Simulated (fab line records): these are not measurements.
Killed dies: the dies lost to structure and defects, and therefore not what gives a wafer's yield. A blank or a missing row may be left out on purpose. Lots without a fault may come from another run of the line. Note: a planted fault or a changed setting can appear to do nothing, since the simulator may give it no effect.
Chamber matching	flow nand-harc	NHARC_P_CONTACT_CMP_01 on cmp-03 has 4 sister chambers
The step polishes SiO2, target thk 200 nm. 14 wafers are shown with their chamber, then 7 later ones without.

== WAFERS WITH THEIR CHAMBER ==
wafer	chamber	motor-current-A (A)
L533.1	2	11.5
L533.2	3	10.2
L533.6	0	14.4
L534.1	1	12.1
L534.4	2	12.2
L534.5	1	12.1
L542.1	3	10.1
L542.4	1	11.6
L542.5	2	12.7
L545.1	1	12.0
L545.3	3	10.1
L545.5	0	14.8
L547.4	3	10.2
L547.5	3	9.9

SIGNATURES (means of the wafers above)
reading	chamber 0	chamber 1	chamber 2	chamber 3	scatter within a chamber
motor-current-A	14.600	11.950	12.133	10.100	0.322
Rule: for a wafer and a chamber, the distance is found by dividing, reading by reading, the gap between the wafer's reading and the chamber's mean by the reading's scatter, squaring, summing and taking the root. If the next closest chamber is less than 2 further off than the closest, the wafer can't be placed; otherwise it belongs to the closest. How the scatter is found: for the shown wafers, subtract from each reading the mean of its chamber, square and add these, divide the total by (wafers less chambers), then take the root.

== WAFERS WITHOUT THEIR CHAMBER ==
wafer	motor-current-A (A)
L547.6	13.3
L551.1	11.6
L551.2	14.4
L551.3	9.6
L553.3	10.7
L553.5	11.9
L553.6	13.8

== CHAMBER TAKEN BY EACH ==
wafer	from the rows above	in truth
L547.6	can't be placed: 2 or 0 or 1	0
L551.1	can't be placed: 1 or 2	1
L551.2	0	0
L551.3	3	3
L553.3	3	3
L553.5	can't be placed: 1 or 2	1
L553.6	0	0
Correctly placed: 4 of 7. These rows do not allow placing 3 (true chamber among the candidates in 3). Wrongly placed: 0.
